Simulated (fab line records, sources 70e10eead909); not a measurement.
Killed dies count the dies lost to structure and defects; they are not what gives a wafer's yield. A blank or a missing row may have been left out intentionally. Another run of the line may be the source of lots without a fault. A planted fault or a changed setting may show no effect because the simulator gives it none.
Problem report, 8D (eight disciplines) form, completed by code ; flow nand-harc ; the parts of the form that need people (team, actions taken, sign-off) are left out

1. THE ISSUE
Wafers with no fault read 24 with a standard deviation of 8.8, whereas killed-at-array at NHARC_END_SORT_01 reads a mean of 86 on 1 wafer of 1 lot. That is +7.0 standard deviations from the usual mean.
The first sign was on wafer L909.4 at day 23 00:05, on prober-01. Wafers with a number at this step in the record: 7, from 3 lots. By rule, "out" or "out of limits" means more than 4 standard deviations away from the usual mean. The other wafers with a number count as sound.

2. WHAT IT IS, AND WHAT IT ISN'T
question;is;is not
which readings at this step;killed-at-array, killed-dies;killed-at-other, killed-at-periphery, killed-open, killed-short
which lots;L909;L897, L920
which wafers of those lots;all that have a number;-
read on which gauges;prober-01;prober-02
when;from day 23 00:05;"up to then (3 sound wafers); but 3 sound wafers of L920 came after"

3. THE SUSPECTS, EACH WITH WHAT RULES IT OUT
Counting: a tool stays on the suspect list if, at a process step up to the reading, it processed all lots that are out and no sound lot following the first of them.
- the gauge at NHARC_END_SORT_01: kept. All the wafers that are out were read on prober-01, and no step on other tools shows them out.
- rie-diel-09 at NHARC_A_CONTACT_DESCUM_13 (chemistry O2, time 3 s): kept. It ran the lot that is out, L909 (day 20 09:13), and no sound lot after that; its last sound lot up to then is L897 (day 17 03:06).
- rie-diel-09 at NHARC_A_CONTACT_ETCH_88 (etches the open film in CF4, target depth 39 nm, time 65 s): kept. It ran the lot that is out, L909 (day 20 09:22), and no sound lot after that; its last sound lot up to then is L897 (day 17 03:11).
- har-cap-etch-02 at NHARC_A_CONTACT_ETCH_134 (etches the open film in C4F8/O2/Ar, time 140 s, target depth 700 nm): ruled out as a lasting fault. Following L909 (day 20 11:10), the first lot on it that is out, the sound lots L920 were run on it.
- har-cap-etch-02 at NHARC_A_CONTACT_ETCH_138 (etches the open film in C4F8/O2/Ar, time 132 s, target depth 1289 nm): ruled out as a lasting fault. Following L909 (day 20 11:43), the first lot on it that is out, the sound lots L920 were run on it.
- rie-diel-01 at NHARC_A_CONTACT_ETCH_98 (etches the open film in C4F6/O2, target depth 20 nm, time 10 s): kept. It ran the lot that is out, L909 (day 20 12:20), and no sound lot after that; its last sound lot up to then is L897 (day 17 05:24).
- cmp-02 at NHARC_A_CONTACT_CMP_20 (polishes, t overpolish 30 s, target thk 300 nm): ruled out as a lasting fault. Following L909 (day 20 17:39), the first lot on it that is out, the sound lots L920 were run on it.
- rie-diel-08 at NHARC_A_BLC_DESCUM_15 (chemistry O2, time 3 s): ruled out as a lasting fault. Following L909 (day 20 19:44), the first lot on it that is out, the sound lots L920 were run on it.
Left after counting: rie-diel-09 at NHARC_A_CONTACT_DESCUM_13, rie-diel-09 at NHARC_A_CONTACT_ETCH_88, rie-diel-01 at NHARC_A_CONTACT_ETCH_98, prober-01 at NHARC_END_SORT_01.

4. THE CAUSE (what the simulator had put in)
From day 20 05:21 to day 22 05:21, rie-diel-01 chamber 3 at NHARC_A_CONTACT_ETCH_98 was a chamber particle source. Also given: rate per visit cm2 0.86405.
Of the 4 suspects that counting leaves, this tool is one.

5. THE CHAIN OF EFFECTS, in route order
Each row: a reading whose mean over the struck wafers that have a number lies more than 3 standard deviations from the usual. Only readings for which the record gives a usual standard deviation are gone through. hours: the time from each lot's start at the first step in this table that gives one to its start at this step, as a median over the lots. sigmas: the change in usual standard deviations.
hours;step;reading;usual;on struck wafers;change;sigmas
0;NHARC_END_SORT_01;killed-at-array;24;86;+62;+7.0
0;NHARC_END_SORT_01;killed-dies;28;89;+61;+6.6

6. WHAT WOULD HAVE CAUGHT IT SOONER
67 hours passed between the start of the fault at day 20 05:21 and the first reading out of limits at a measuring or inspecting step in this record, taken at day 23 00:05.
An alarm limit of 4 standard deviations would not have fired on the tool readings at NHARC_A_CONTACT_ETCH_98 for which the record gives a usual standard deviation, since none of them was out on any struck wafer.
By day 23 00:05 the whole set of lots that are out, 1 in number, had already begun NHARC_A_CONTACT_ETCH_98 on rie-diel-01. Tool hold at that time: it would have spared none of them.
